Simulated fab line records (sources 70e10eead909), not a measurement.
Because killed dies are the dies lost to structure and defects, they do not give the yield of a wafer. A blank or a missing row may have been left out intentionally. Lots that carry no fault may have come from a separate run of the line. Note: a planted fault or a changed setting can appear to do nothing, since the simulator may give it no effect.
Which tool did it? :: flow nand_harc :: Sampling: 13 lots, 39 wafers, 5 of 1159 route steps

## WHAT THE GAUGES READ, wafer by wafer
NHARC_END_SORT_01. Usual: defect_limited_yield 95.2 %, standard deviation 1.6; killed_at_array 29, standard deviation 11; killed_at_other 0.5, standard deviation 0.89; killed_at_periphery 3.3, standard deviation 2; killed_dies 32, standard deviation 11; killed_open 3.1, standard deviation 1.9; killed_short 2.3, standard deviation 1.6; sort_bin_2_pct 1.5 %, standard deviation 0.71; sort_bin_3_pct 0.30 %, standard deviation 0.22; sort_bin_4_pct 3.0 %, standard deviation 1.1; sort_n_pass 645, standard deviation 11; sort_rim_yield_pct 97.3 %, standard deviation 1.8; sort_yield_pct 95.2 %, standard deviation 1.6.
lot: L324
measured: day 21 07:49
on: prober-02
defect_limited_yield (%): 95.3 94.7
killed_at_array: 29 34
killed_at_other: 2 0
killed_at_periphery: 1 2
killed_dies: 32 36
killed_open: 2 4
killed_short: 2 2
sort_bin_2_pct (%): 1.6 1.6
sort_bin_3_pct (%): 0.30 0.15
sort_bin_4_pct (%): 2.8 3.5
sort_n_pass: 645 641
sort_rim_yield_pct (%): 99.1 95.3
sort_yield_pct (%): 95.3 94.7
flag: 

lot: L326
measured: day 22 07:52
on: prober-02
defect_limited_yield (%): 95.6 95.7 88.5
killed_at_array: 30 29 30
killed_at_other: 0 0 0
killed_at_periphery: 0 0 48
killed_dies: 30 29 78
killed_open: 0 2 5
killed_short: 0 4 3
sort_bin_2_pct (%): 1.8 1.6 4.4
sort_bin_3_pct (%): 0.44 0.15 2.22
sort_bin_4_pct (%): 2.2 2.5 4.9
sort_n_pass: 647 648 599
sort_rim_yield_pct (%): 99.1 97.2 86.8
sort_yield_pct (%): 95.6 95.7 88.5
flag: OFF

lot: L328
measured: day 22 08:41
on: prober-01
defect_limited_yield (%): 90.4 96.9 96.3
killed_at_array: 17 17 22
killed_at_other: 0 1 1
killed_at_periphery: 48 3 2
killed_dies: 65 21 25
killed_open: 3 5 2
killed_short: 1 2 6
sort_bin_2_pct (%): 4.0 1.3 0.6
sort_bin_3_pct (%): 2.07 0.15 0
sort_bin_4_pct (%): 3.5 1.6 3.1
sort_n_pass: 612 656 652
sort_rim_yield_pct (%): 84.0 99.1 96.2
sort_yield_pct (%): 90.4 96.9 96.3
flag: OFF

## EACH LOT AND THE TOOL THAT RAN IT (in order: tool; ch and the chambers of the sampled wafers; start)
lot: L317
NHARC_P_M1_PVD_20: pvd_sputter-03, day 6 10:17
NHARC_A_M1_ANNEAL_31: rtp_anneal-01 ch 0, day 18 06:40
NHARC_A_BONDPAD_CMP_29: cmp-01 ch 1,2,3, day 18 09:25
NHARC_A_BONDPAD_ANNEAL_28: rtp_anneal-01 ch 0, day 18 12:06

lot: L318
NHARC_P_M1_PVD_20: pvd_sputter-02, day 6 10:59
NHARC_A_M1_ANNEAL_31: rtp_anneal-02 ch 0, day 18 00:14
NHARC_A_BONDPAD_CMP_29: cmp-03 ch 2,3, day 18 02:06
NHARC_A_BONDPAD_ANNEAL_28: rtp_anneal-02 ch 0, day 18 05:20

lot: L319
NHARC_P_M1_PVD_20: pvd_sputter-01, day 6 11:40
NHARC_A_M1_ANNEAL_31: rtp_anneal-01 ch 0, day 18 22:46
NHARC_A_BONDPAD_CMP_29: cmp-03 ch 0,1,3, day 19 00:38
NHARC_A_BONDPAD_ANNEAL_28: rtp_anneal-01 ch 0, day 19 03:17

lot: L320
NHARC_P_M1_PVD_20: pvd_sputter-01, day 6 21:45
NHARC_A_M1_ANNEAL_31: rtp_anneal-02 ch 0, day 19 12:17
NHARC_A_BONDPAD_CMP_29: cmp-03 ch 0,2,3, day 19 14:13
NHARC_A_BONDPAD_ANNEAL_28: rtp_anneal-01 ch 0, day 19 17:00

lot: L321
NHARC_P_M1_PVD_20: pvd_sputter-03, day 6 22:31
NHARC_A_M1_ANNEAL_31: rtp_anneal-01 ch 0, day 18 07:02
NHARC_A_BONDPAD_CMP_29: cmp-02 ch 1,3, day 18 09:25
NHARC_A_BONDPAD_ANNEAL_28: rtp_anneal-02 ch 0, day 18 12:16

lot: L324
NHARC_P_M1_PVD_20: pvd_sputter-03, day 8 00:59
NHARC_A_M1_ANNEAL_31: rtp_anneal-02 ch 0, day 19 18:08
NHARC_A_BONDPAD_CMP_29: cmp-01 ch 0,1, day 19 20:04
NHARC_A_BONDPAD_ANNEAL_28: rtp_anneal-01 ch 0, day 19 23:14

lot: L327
NHARC_P_M1_PVD_20: pvd_sputter-01, day 9 02:58
NHARC_A_M1_ANNEAL_31: rtp_anneal-01 ch 0, day 21 01:02
NHARC_A_BONDPAD_CMP_29: cmp-02 ch 0,1,3, day 21 03:07
NHARC_A_BONDPAD_ANNEAL_28: rtp_anneal-01 ch 0, day 21 06:23

lot: L326
NHARC_P_M1_PVD_20: pvd_sputter-03, day 9 08:14
NHARC_A_M1_ANNEAL_31: rtp_anneal-01 ch 0, day 20 19:14
NHARC_A_BONDPAD_CMP_29: cmp-02 ch 0,1, day 20 21:13
NHARC_A_BONDPAD_ANNEAL_28: rtp_anneal-02 ch 0, day 21 00:00

lot: L328
NHARC_P_M1_PVD_20: pvd_sputter-03, day 9 10:32
NHARC_A_M1_ANNEAL_31: rtp_anneal-02 ch 0, day 20 22:20
NHARC_A_BONDPAD_CMP_29: cmp-01 ch 0,3, day 21 00:13
NHARC_A_BONDPAD_ANNEAL_28: rtp_anneal-02 ch 0, day 21 03:04

lot: L333
NHARC_P_M1_PVD_20: pvd_sputter-01, day 10 07:00
NHARC_A_M1_ANNEAL_31: rtp_anneal-02 ch 0, day 21 23:50
NHARC_A_BONDPAD_CMP_29: cmp-03 ch 0,1,3, day 22 01:49
NHARC_A_BONDPAD_ANNEAL_28: rtp_anneal-02 ch 0, day 22 04:52

lot: L335
NHARC_P_M1_PVD_20: pvd_sputter-02, day 10 09:47
NHARC_A_M1_ANNEAL_31: rtp_anneal-02 ch 0, day 21 23:37
NHARC_A_BONDPAD_CMP_29: cmp-02 ch 1,2,3, day 22 01:34
NHARC_A_BONDPAD_ANNEAL_28: rtp_anneal-02 ch 0, day 22 04:40

lot: L337
NHARC_P_M1_PVD_20: pvd_sputter-02, day 11 09:44
NHARC_A_M1_ANNEAL_31: rtp_anneal-01 ch 0, day 22 13:18
NHARC_A_BONDPAD_CMP_29: cmp-02 ch 0,1,3, day 22 15:19
NHARC_A_BONDPAD_ANNEAL_28: rtp_anneal-01 ch 0, day 22 18:01

lot: L336
NHARC_P_M1_PVD_20: pvd_sputter-01, day 11 10:34
NHARC_A_M1_ANNEAL_31: rtp_anneal-02 ch 0, day 23 03:39
NHARC_A_BONDPAD_CMP_29: cmp-03 ch 0,1,2, day 23 05:34
NHARC_A_BONDPAD_ANNEAL_28: rtp_anneal-02 ch 0, day 23 08:17
- NHARC_P_M1_PVD_20: deposits TaN, target thk 5 nm, time 8.06 s.
- NHARC_A_M1_ANNEAL_31: time 90 s.
- NHARC_A_BONDPAD_CMP_29: polishes SiCN, target thk 200 nm.
- NHARC_A_BONDPAD_ANNEAL_28: time 90 s.

## WHAT THE TOOLS THEMSELVES READ (means of the sampled wafers that have a number; where no wafer has one, the mark that the record gives instead)
NHARC_P_M1_PVD_20. Usual: 29.9 % for throttle_valve_pct, sd 1.2.
lot: L317
tool: pvd_sputter-03
throttle_valve_pct (%): 30.6
flag: 

lot: L318
tool: pvd_sputter-02
throttle_valve_pct (%): 30.3
flag: 

lot: L319
tool: pvd_sputter-01
throttle_valve_pct (%): 30.1
flag: 

lot: L320
tool: pvd_sputter-01
throttle_valve_pct (%): 30.7
flag: 

lot: L321
tool: pvd_sputter-03
throttle_valve_pct (%): 30.5
flag: 

lot: L324
tool: pvd_sputter-03
throttle_valve_pct (%): 29.5
flag: 

lot: L327
tool: pvd_sputter-01
throttle_valve_pct (%): 29.3
flag: 

lot: L326
tool: pvd_sputter-03
throttle_valve_pct (%): 30.1
flag: 

lot: L328
tool: pvd_sputter-03
throttle_valve_pct (%): 30.0
flag: 

lot: L333
tool: pvd_sputter-01
throttle_valve_pct (%): 29.3
flag: 

lot: L335
tool: pvd_sputter-02
throttle_valve_pct (%): 31.1
flag: 

lot: L337
tool: pvd_sputter-02
throttle_valve_pct (%): 30.9
flag: 

lot: L336
tool: pvd_sputter-01
throttle_valve_pct (%): 27.9
flag: 

NHARC_A_M1_ANNEAL_31. Usual: 226.08 for wafer_temp_C_max, sd 0.25.
lot: L317
tool: rtp_anneal-01
wafer_temp_C_max: 226.16
flag: 

lot: L318
tool: rtp_anneal-02
wafer_temp_C_max: 226.16
flag: 

lot: L319
tool: rtp_anneal-01
wafer_temp_C_max: 225.97
flag: 

lot: L320
tool: rtp_anneal-02
wafer_temp_C_max: 226.16
flag: 

lot: L321
tool: rtp_anneal-01
wafer_temp_C_max: 226.24
flag: 

lot: L324
tool: rtp_anneal-02
wafer_temp_C_max: 226.00
flag: 

lot: L327
tool: rtp_anneal-01
wafer_temp_C_max: 226.10
flag: 

lot: L326
tool: rtp_anneal-01
wafer_temp_C_max: 225.79
flag: 

lot: L328
tool: rtp_anneal-02
wafer_temp_C_max: 226.23
flag: 

lot: L333
tool: rtp_anneal-02
wafer_temp_C_max: 225.97
flag: 

lot: L335
tool: rtp_anneal-02
wafer_temp_C_max: 226.02
flag: 

lot: L337
tool: rtp_anneal-01
wafer_temp_C_max: 226.42
flag: 

lot: L336
tool: rtp_anneal-02
wafer_temp_C_max: 225.94
flag: 

NHARC_A_BONDPAD_CMP_29. Usual: 11.7 A for motor_current_A, sd 1.2.
lot: L317
tool: cmp-01
motor_current_A (A): 12.1
flag: 

lot: L318
tool: cmp-03
motor_current_A (A): 11.8
flag: 

lot: L319
tool: cmp-03
motor_current_A (A): 11.5
flag: 

lot: L320
tool: cmp-03
motor_current_A (A): 11.7
flag: 

lot: L321
tool: cmp-02
motor_current_A (A): 11.3
flag: 

lot: L324
tool: cmp-01
motor_current_A (A): 13.2
flag: 

lot: L327
tool: cmp-02
motor_current_A (A): 11.0
flag: 

lot: L326
tool: cmp-02
motor_current_A (A): 11.3
flag: 

lot: L328
tool: cmp-01
motor_current_A (A): 12.4
flag: 

lot: L333
tool: cmp-03
motor_current_A (A): 11.2
flag: 

lot: L335
tool: cmp-02
motor_current_A (A): 11.3
flag: 

lot: L337
tool: cmp-02
motor_current_A (A): 11.2
flag: 

lot: L336
tool: cmp-03
motor_current_A (A): 11.0
flag: 

NHARC_A_BONDPAD_ANNEAL_28. Usual: 226.12 for wafer_temp_C_max, sd 0.26.
lot: L317
tool: rtp_anneal-01
wafer_temp_C_max: 226.21
flag: 

lot: L318
tool: rtp_anneal-02
wafer_temp_C_max: 226.10
flag: 

lot: L319
tool: rtp_anneal-01
wafer_temp_C_max: 226.40
flag: 

lot: L320
tool: rtp_anneal-01
wafer_temp_C_max: 226.27
flag: 

lot: L321
tool: rtp_anneal-02
wafer_temp_C_max: 226.14
flag: 

lot: L324
tool: rtp_anneal-01
wafer_temp_C_max: 226.02
flag: 

lot: L327
tool: rtp_anneal-01
wafer_temp_C_max: 226.14
flag: 

lot: L326
tool: rtp_anneal-02
wafer_temp_C_max: 225.98
flag: 

lot: L328
tool: rtp_anneal-02
wafer_temp_C_max: 225.72
flag: 

lot: L333
tool: rtp_anneal-02
wafer_temp_C_max: 226.10
flag: 

lot: L335
tool: rtp_anneal-02
wafer_temp_C_max: 226.09
flag: 

lot: L337
tool: rtp_anneal-01
wafer_temp_C_max: 226.40
flag: 

lot: L336
tool: rtp_anneal-02
wafer_temp_C_max: 226.12
flag: 

## THE ANSWER, worked out from the rows above alone
Rule: lot off if the mean of its wafers having a number is beyond 3 standard deviations from the usual mean. A lot without any number at a reading at which 4 lots or more have one is off too. Where the step has rows for the other lots, those lots are counted as sound. Order of review: gauges by route order, followed by the tools' own readings, for which a lot's mean as printed above is used. At the first step where some lot is off, the reading lying furthest off is the one used; lots without a number count as furthest.
Off at NHARC_END_SORT_01 (killed_at_periphery): L326, L328. Neither off nor sound, because the step has no rows for them: L317, L318, L319, L320, L321, L327, L333, L335, L337, L336.
If a tool, at a process step before that reading, ran all the lots that are off and no sound lot after the first of them, it fits. Gauges at NHARC_END_SORT_01: tried the same way as those tools. Can't be told from this: 2 tools fit, pvd_sputter-03 at NHARC_P_M1_PVD_20, rtp_anneal-02 at NHARC_A_BONDPAD_ANNEAL_28.

## WHAT THE SIMULATOR PUT IN
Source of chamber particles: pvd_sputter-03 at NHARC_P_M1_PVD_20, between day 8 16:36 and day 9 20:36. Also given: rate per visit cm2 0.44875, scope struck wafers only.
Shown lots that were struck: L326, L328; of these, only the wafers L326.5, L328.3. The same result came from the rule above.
